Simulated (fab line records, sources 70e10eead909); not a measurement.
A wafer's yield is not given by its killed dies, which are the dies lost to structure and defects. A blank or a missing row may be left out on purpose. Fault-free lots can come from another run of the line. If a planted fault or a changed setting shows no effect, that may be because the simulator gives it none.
Problem report, 8D (eight disciplines) form, completed by code | flow nandHarc | the parts of the form that need people (team, actions taken, sign-off) are left out

1. THE ISSUE
Mean of thkNm at NHARC_A_ONON_D1_THK_MEAS_05: 455 nm across 6 wafers in 2 lots; on wafers with no fault it is 998 nm (standard deviation 9.9). That is -55 standard deviations from the usual mean.
The step: measures by ellipsometry.
First seen on wafer L126.1, day 15 05:34, on filmMetro-01. The record holds 42 wafers of 14 lots with a number at this step. Rule for "out", or "out of limits": more than 4 standard deviations from the usual mean. The other wafers with a number count as sound.

2. WHAT IT IS, WHAT IT ISN'T
question                    | is                     | is not
which readings at this step | thkNm                  | -
which lots                  | L126, L127             | L108, L110, L111, L112, L113, L115, L116, L118, L120, L121, L122, L123
which wafers of those lots  | all that have a number | -
read on which gauges        | filmMetro-01           | filmMetro-02
when                        | from day 15 05:34      | up to then (36 sound wafers)

3. THE SUSPECTS, EACH WITH WHAT RULES IT OUT
Counting: any tool at a process step up to the reading is kept as a suspect provided that every lot that is out went through it and no sound lot did after the first of them.
- the gauge at NHARC_A_ONON_D1_THK_MEAS_05: kept. All the wafers that are out were read on filmMetro-01, and no step on other tools shows them out.
- pecvdOnon-03 at NHARC_A_ONON_D1_DEP_03 (target thk 1000 nm): kept. It ran every lot that is out, first L126 (day 15 05:03), and no sound lot after that; its last sound lot up to then is L123 (day 14 02:35).
Remaining after the count are pecvdOnon-03 at NHARC_A_ONON_D1_DEP_03 and filmMetro-01 at NHARC_A_ONON_D1_THK_MEAS_05.

4. THE CAUSE (what the simulator had put in)
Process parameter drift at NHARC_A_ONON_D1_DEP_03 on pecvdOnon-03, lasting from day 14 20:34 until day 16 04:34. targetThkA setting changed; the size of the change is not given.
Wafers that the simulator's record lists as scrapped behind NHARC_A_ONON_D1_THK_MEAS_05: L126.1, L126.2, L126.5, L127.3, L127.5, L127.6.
After counting, 2 suspects remain, this tool included.

5. THE CHAIN OF EFFECTS, in route order
Rows list readings where the struck wafers' mean (over those with a number) sits beyond 3 standard deviations from the usual. Scope: only readings with a usual standard deviation given in the record; hours: median across lots of the time from each lot's start at the first step in this table that gives one to its start at this step; sigmas: change in usual standard deviations.
hours | step                        | reading | usual  | on struck wafers | change | sigmas
0     | NHARC_A_ONON_D1_THK_MEAS_05 | thkNm   | 998 nm | 455              | -543   | -55

6. HOW IT WOULD HAVE BEEN CAUGHT EARLIER
9 hours passed between the start of the fault at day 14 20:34 and the first reading out of limits at a measuring or inspecting step in this record, taken at day 15 05:34.
Tool readings at NHARC_A_ONON_D1_DEP_03 with a usual standard deviation given in the record: none out on any struck wafer, hence no alarm at a limit of 4 standard deviations on them.
Of the lots that are out (2), L127 began NHARC_A_ONON_D1_DEP_03 on pecvdOnon-03 after day 15 05:34. Had the tool been put on hold then, it would have been spared.
